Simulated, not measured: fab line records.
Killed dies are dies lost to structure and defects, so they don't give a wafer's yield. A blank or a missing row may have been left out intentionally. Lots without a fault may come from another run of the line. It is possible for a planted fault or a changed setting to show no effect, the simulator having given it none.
Which tool is to blame? + flow nand_harc + 12 lots, 36 wafers sampled, at 5 steps of a route of 1159

WHAT THE GAUGES READ, wafer by wafer
NHARC_END_SORT_01. Usual: killed_at_array 25, standard deviation 10; killed_at_other 0.6, standard deviation 0.91; killed_at_periphery 3.6, standard deviation 2.9; killed_dies 29, standard deviation 10; killed_open 3.3, standard deviation 2; killed_short 1.9, standard deviation 1.5.
| lot  | measured     | on        | killed_at_array | killed_at_other | killed_at_periphery | killed_dies | killed_open | killed_short | flag |
|------|--------------|-----------|-----------------|-----------------|---------------------|-------------|-------------|--------------|------|
| L533 | day 21 03:53 | prober-02 | 7 7             | 1 1             | 3 2                 | 11 10       | 1 1         | 1 0          |      |
| L534 | day 21 11:39 | prober-02 | 675 673 675     | 1 0 0           | 1 4 2               | 677 677 677 | 1 5 3       | 2 3 2        | OFF  |
| L535 | day 21 19:27 | prober-02 | 665 672 669     | 0 0 0           | 12 5 8              | 677 677 677 | 4 2 3       | 2 1 1        | OFF  |
| L544 | day 23 20:23 | prober-02 | 60 41 32        | 1 0 1           | 1 0 0               | 62 41 33    | 5 5 2       | 1 1 2        |      |

WHICH TOOL RAN EACH LOT (tool, then ch and the chambers of the sampled wafers, then the start)
| lot  | NHARC_A_STAIRCASE_STRIP_171          | NHARC_A_STAIRCASE_TRIM_14                     | NHARC_A_STAIRCASE_TRIM_20          | NHARC_A_STAIRCASE_ETCH_27                     |
|------|--------------------------------------|-----------------------------------------------|------------------------------------|-----------------------------------------------|
| L530 | plasma_asher-02 ch 0, day 11 13:37   | rie_diel-11 ch 2,3, day 11 16:19 or earlier   | rie_diel-11 ch 0,1,3, day 11 16:19 | rie_diel-11 ch 0,1,2, no start                |
| L528 | plasma_asher-01 ch 0, day 11 13:50   | rie_diel-12 ch 0,2,3, day 11 16:26 or earlier | rie_diel-12 ch 0,1,2, day 11 16:26 | rie_diel-12 ch 1,3, no start                  |
| L532 | plasma_asher-02 ch 0,1, day 11 23:56 | rie_diel-11 ch 2,3, day 12 04:14 or earlier   | rie_diel-05 ch 0,1,3, day 12 04:14 | rie_diel-05 ch 0,1,3, no start                |
| L533 | plasma_asher-01 ch 0,1, day 12 00:01 | rie_diel-05 ch 0,2,3, day 12 02:59 or earlier | rie_diel-05 ch 0,1,2, day 12 02:59 | rie_diel-05 ch 0,2,3, day 21 03:53 or earlier |
| L534 | plasma_asher-02 ch 0,1, day 12 16:03 | rie_diel-11 ch 1,2, day 12 18:42 or earlier   | rie_diel-11 ch 0,1,2, day 12 18:42 | rie_diel-11 ch 0,3, day 21 11:39 or earlier   |
| L535 | plasma_asher-02 ch 0,1, day 12 16:37 | rie_diel-05 ch 0,2, day 12 19:13 or earlier   | rie_diel-05 ch 1,2, day 12 19:13   | rie_diel-05 ch 0,2,3, day 21 19:27 or earlier |
| L537 | plasma_asher-01 ch 1, day 13 12:07   | rie_diel-05 ch 0,1,3, day 13 14:38 or earlier | rie_diel-12 ch 0,3, day 13 14:38   | rie_diel-12 ch 0,3, no start                  |
| L538 | plasma_asher-02 ch 0,1, day 13 20:10 | rie_diel-11 ch 0,2,3, day 13 23:01 or earlier | rie_diel-05 ch 0,2,3, day 13 23:01 | rie_diel-05 ch 1,2,3, no start                |
| L545 | plasma_asher-01 ch 0,1, day 15 00:31 | rie_diel-11 ch 0,1,2, day 15 03:10 or earlier | rie_diel-11 ch 0,3, day 15 03:10   | rie_diel-11 ch 0,1,3, no start                |
| L544 | plasma_asher-02 ch 0,1, day 15 07:54 | rie_diel-12 ch 0,2,3, day 15 11:02 or earlier | rie_diel-11 ch 0,1,3, day 15 11:02 | rie_diel-11 ch 0,1,3, day 23 20:23 or earlier |
| L548 | plasma_asher-01 ch 0,1, day 16 00:43 | rie_diel-05 ch 2,3, day 16 03:22 or earlier   | rie_diel-05 ch 2,3, day 16 03:22   | rie_diel-05 ch 0,2, no start                  |
| L549 | plasma_asher-01 ch 0,1, day 16 04:07 | rie_diel-12 ch 0,2, day 16 06:43 or earlier   | rie_diel-12 ch 0,1, day 16 06:43   | rie_diel-12 ch 1,2,3, no start                |
- NHARC_A_STAIRCASE_STRIP_171: strips in O2.
- NHARC_A_STAIRCASE_TRIM_14: chemistry O2, time 211.2 s.
- NHARC_A_STAIRCASE_TRIM_20: chemistry O2, time 211.2 s.
- NHARC_A_STAIRCASE_ETCH_27: etches the open film in C4F8/O2, target depth 100 nm, time 40.5 s.

WHAT THE TOOLS THEMSELVES READ (means of the sampled wafers that have a number; where no wafer has one, the mark that the record gives instead)
NHARC_A_STAIRCASE_STRIP_171. Usual: drypump_motor_current_A 6.2 A, standard deviation 0.33; heater_power_w 311 W, standard deviation 38.
| lot  | tool            | drypump_motor_current_A (A) | heater_power_w (W) | flag |
|------|-----------------|-----------------------------|--------------------|------|
| L530 | plasma_asher-02 | 5.7                         | 272                |      |
| L528 | plasma_asher-01 | 6.4                         | 375                |      |
| L532 | plasma_asher-02 | 5.8                         | 280                |      |
| L533 | plasma_asher-01 | 6.5                         | 347                |      |
| L534 | plasma_asher-02 | 6.0                         | 283                |      |
| L535 | plasma_asher-02 | 5.8                         | 277                |      |
| L537 | plasma_asher-01 | 6.5                         | 315                |      |
| L538 | plasma_asher-02 | 5.8                         | 283                |      |
| L545 | plasma_asher-01 | 6.5                         | 353                |      |
| L544 | plasma_asher-02 | 5.8                         | 278                |      |
| L548 | plasma_asher-01 | 6.5                         | 350                |      |
| L549 | plasma_asher-01 | 6.5                         | 348                |      |

NHARC_A_STAIRCASE_TRIM_14. Usual: chamber_pressure_mTorr 60.01 mTorr, standard deviation 0.058; drypump_motor_current_A 5.9 A, standard deviation 0.49; oes_product_au 0.995 a.u., standard deviation 0.014; rf_vpp_V 57.9 V, standard deviation 0.98; showerhead_plenum_p_Torr 3.51 Torr, standard deviation 0.18; throttle_valve_pct 17.037 %, standard deviation 0.0086.
| lot  | tool        | chamber_pressure_mTorr (mTorr) | drypump_motor_current_A (A) | oes_product_au (a.u.) | rf_vpp_V (V) | showerhead_plenum_p_Torr (Torr) | throttle_valve_pct (%) | flag |
|------|-------------|--------------------------------|-----------------------------|-----------------------|--------------|---------------------------------|------------------------|------|
| L530 | rie_diel-11 | 60.01                          | 6.3                         | 0.997                 | 57.5         | 3.64                            | 17.034                 |      |
| L528 | rie_diel-12 | 60.00                          | 5.6                         | 0.987                 | 58.2         | 3.56                            | 17.040                 |      |
| L532 | rie_diel-11 | 60.01                          | 6.4                         | 0.994                 | 58.4         | 3.48                            | 17.041                 |      |
| L533 | rie_diel-05 | 60.03                          | 5.8                         | 0.996                 | 58.1         | 3.39                            | 17.036                 |      |
| L534 | rie_diel-11 | 60.02                          | 5.8                         | 0.994                 | 59.4         | 3.77                            | 17.037                 |      |
| L535 | rie_diel-05 | 60.03                          | 5.2                         | 0.991                 | 57.4         | 3.45                            | 17.033                 |      |
| L537 | rie_diel-05 | 60.01                          | 5.7                         | 0.998                 | 57.9         | 3.42                            | 17.032                 |      |
| L538 | rie_diel-11 | 59.95                          | 6.2                         | 0.995                 | 57.3         | 3.49                            | 17.051                 |      |
| L545 | rie_diel-11 | 60.06                          | 5.9                         | 1.003                 | 58.5         | 3.63                            | 17.041                 |      |
| L544 | rie_diel-12 | 60.05                          | 5.7                         | 0.986                 | 57.9         | 3.54                            | 17.036                 |      |
| L548 | rie_diel-05 | 60.03                          | 6.2                         | 0.979                 | 57.3         | 3.51                            | 17.042                 |      |
| L549 | rie_diel-12 | 59.98                          | 5.9                         | 0.977                 | 58.5         | 3.55                            | 17.030                 |      |

NHARC_A_STAIRCASE_TRIM_20. Usual: chamber_pressure_mTorr 59.99 mTorr, standard deviation 0.059; drypump_motor_current_A 5.9 A, standard deviation 0.51; oes_product_au 0.997 a.u., standard deviation 0.014; rf_vpp_V 57.8 V, standard deviation 0.97; showerhead_plenum_p_Torr 3.51 Torr, standard deviation 0.18; throttle_valve_pct 17.038 %, standard deviation 0.0099.
| lot  | tool        | chamber_pressure_mTorr (mTorr) | drypump_motor_current_A (A) | oes_product_au (a.u.) | rf_vpp_V (V) | showerhead_plenum_p_Torr (Torr) | throttle_valve_pct (%) | flag |
|------|-------------|--------------------------------|-----------------------------|-----------------------|--------------|---------------------------------|------------------------|------|
| L530 | rie_diel-11 | 60.01                          | 6.0                         | 0.999                 | 58.4         | 3.49                            | 17.035                 |      |
| L528 | rie_diel-12 | 59.95                          | 5.8                         | 0.985                 | 57.0         | 3.61                            | 17.049                 |      |
| L532 | rie_diel-05 | 60.00                          | 5.7                         | 1.001                 | 57.5         | 3.42                            | 17.040                 |      |
| L533 | rie_diel-05 | 59.98                          | 5.5                         | 0.990                 | 58.0         | 3.45                            | 17.037                 |      |
| L534 | rie_diel-11 | -                              | -                           | -                     | -            | -                               | -                      | OFF  |
| L535 | rie_diel-05 | -                              | -                           | -                     | -            | -                               | -                      | OFF  |
| L537 | rie_diel-12 | 60.02                          | 5.8                         | 0.989                 | 59.2         | 3.65                            | 17.044                 |      |
| L538 | rie_diel-05 | 59.97                          | 5.8                         | 0.997                 | 57.2         | 3.38                            | 17.035                 |      |
| L545 | rie_diel-11 | 59.99                          | 6.1                         | 1.000                 | 58.6         | 3.34                            | 17.038                 |      |
| L544 | rie_diel-11 | 60.00                          | 6.0                         | 1.012                 | 57.7         | 3.47                            | 17.035                 |      |
| L548 | rie_diel-05 | 60.08                          | 6.4                         | 0.989                 | 56.6         | 3.66                            | 17.045                 |      |
| L549 | rie_diel-12 | 59.93                          | 6.0                         | 0.973                 | 58.7         | 3.69                            | 17.044                 |      |

NHARC_A_STAIRCASE_ETCH_27. Usual: oes_product_au 0.938 a.u., standard deviation 0.013; rf_fwd_power_W 592.5 W, standard deviation 2.7; rf_vpp_V 895 V, standard deviation 6.6.
| lot  | tool        | oes_product_au (a.u.) | rf_fwd_power_W (W) | rf_vpp_V (V) | flag |
|------|-------------|-----------------------|--------------------|--------------|------|
| L530 | rie_diel-11 | 0.944                 | 591.3              | 900          |      |
| L528 | rie_diel-12 | 0.937                 | 593.4              | 902          |      |
| L532 | rie_diel-05 | 0.938                 | 593.4              | 893          |      |
| L533 | rie_diel-05 | 0.934                 | 593.3              | 890          |      |
| L534 | rie_diel-11 | 0.943                 | 594.1              | 888          |      |
| L535 | rie_diel-05 | 0.936                 | 593.8              | 891          |      |
| L537 | rie_diel-12 | 0.935                 | 594.9              | 900          |      |
| L538 | rie_diel-05 | 0.940                 | 592.2              | 890          |      |
| L545 | rie_diel-11 | 0.941                 | 593.8              | 895          |      |
| L544 | rie_diel-11 | 0.951                 | 592.5              | 894          |      |
| L548 | rie_diel-05 | 0.941                 | 594.8              | 893          |      |
| L549 | rie_diel-12 | 0.934                 | 593.5              | 899          |      |

THE ANSWER, worked out from the rows above alone
Rule: a lot is off if the mean of its wafers that have a number lies more than 3 standard deviations from the usual mean. A lot without any number at a reading at which 4 lots or more have one is off too. Where the step has rows for the other lots, those lots are counted as sound. Order of review: gauges by route order, followed by the tools' own readings, for which a lot's mean as printed above is used. The first step at which some lot is off is used, and at that step the reading that is off furthest; a lot without a number counts as furthest.
Off at NHARC_END_SORT_01 (killed_at_array): L534, L535. Neither off nor sound, because the step has no rows for them: L530, L528, L532, L537, L538, L545, L548, L549.
A tool fits if, at a process step before that reading, it ran every lot that is off, and no sound lot after the first of them. Not tried: the gauges at NHARC_END_SORT_01; whatever is off there is also off at NHARC_A_STAIRCASE_TRIM_20, on other tools, and gauge error can't account for it. NHARC_A_STAIRCASE_TRIM_14: start missing for some lots; hours and lot order therefore follow NHARC_A_STAIRCASE_TRIM_20. NHARC_A_STAIRCASE_ETCH_27: start missing for some lots; hours and lot order therefore follow NHARC_END_SORT_01. Not one of the candidates tried fits.

WHAT THE SIMULATOR HAD PUT IN
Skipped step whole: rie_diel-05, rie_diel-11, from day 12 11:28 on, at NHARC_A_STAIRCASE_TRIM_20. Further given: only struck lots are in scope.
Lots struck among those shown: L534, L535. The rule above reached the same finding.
